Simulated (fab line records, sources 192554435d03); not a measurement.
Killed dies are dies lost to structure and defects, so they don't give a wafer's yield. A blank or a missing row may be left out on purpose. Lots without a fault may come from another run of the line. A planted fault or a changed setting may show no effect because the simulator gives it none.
Chamber matching | flow n5_finfet | N5_BEOL_M3_PRE_CLEAN_60 on cvd_co-02: 3 sister chambers
The step time 15 s. 3 wafers are shown with their chamber, then 12 later ones without.

WAFERS WITH THEIR CHAMBER
wafer  | chamber | heater_power_w (W)
L091.2 | 1       | 84
L092.3 | 0       | 105
L092.5 | 2       | 81

WAFERS WITHOUT THEIR CHAMBER
wafer  | heater_power_w (W)
L094.3 | 106
L094.4 | 78
L094.5 | 84
L093.2 | 82
L093.4 | 81
L093.6 | 106
L096.1 | 80
L096.3 | 106
L096.4 | 80
L097.1 | 105
L097.3 | 80
L097.6 | 85

WHICH CHAMBER EACH WENT THROUGH
wafer  | from the rows above     | in truth
L094.3 | 0                       | 0
L094.4 | 2                       | 2
L094.5 | 1                       | 1
L093.2 | can't be placed: 2 or 1 | 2
L093.4 | 2                       | 2
L093.6 | 0                       | 0
L096.1 | 2                       | 2
L096.3 | 0                       | 0
L096.4 | 2                       | 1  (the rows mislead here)
L097.1 | 0                       | 0
L097.3 | 2                       | 2
L097.6 | 1                       | 1
Placed correctly: 10 of 12. Can't be placed from these rows: 1 (the true chamber is among the candidates in 1). Placed wrongly: 1.
How it was worked out, from the rows above alone: a wafer's distance from a chamber is the root of the sum, over the readings, of the square of ((its reading less the chamber's mean) divided by the reading's scatter). The wafer belongs to the nearest chamber; if the next one is less than 2 further off, it can't be placed. A chamber's mean is the mean of its shown wafers. The scatter: with one shown wafer a chamber, the root of the mean of the squares of how far each hidden wafer lies from its nearest shown one.
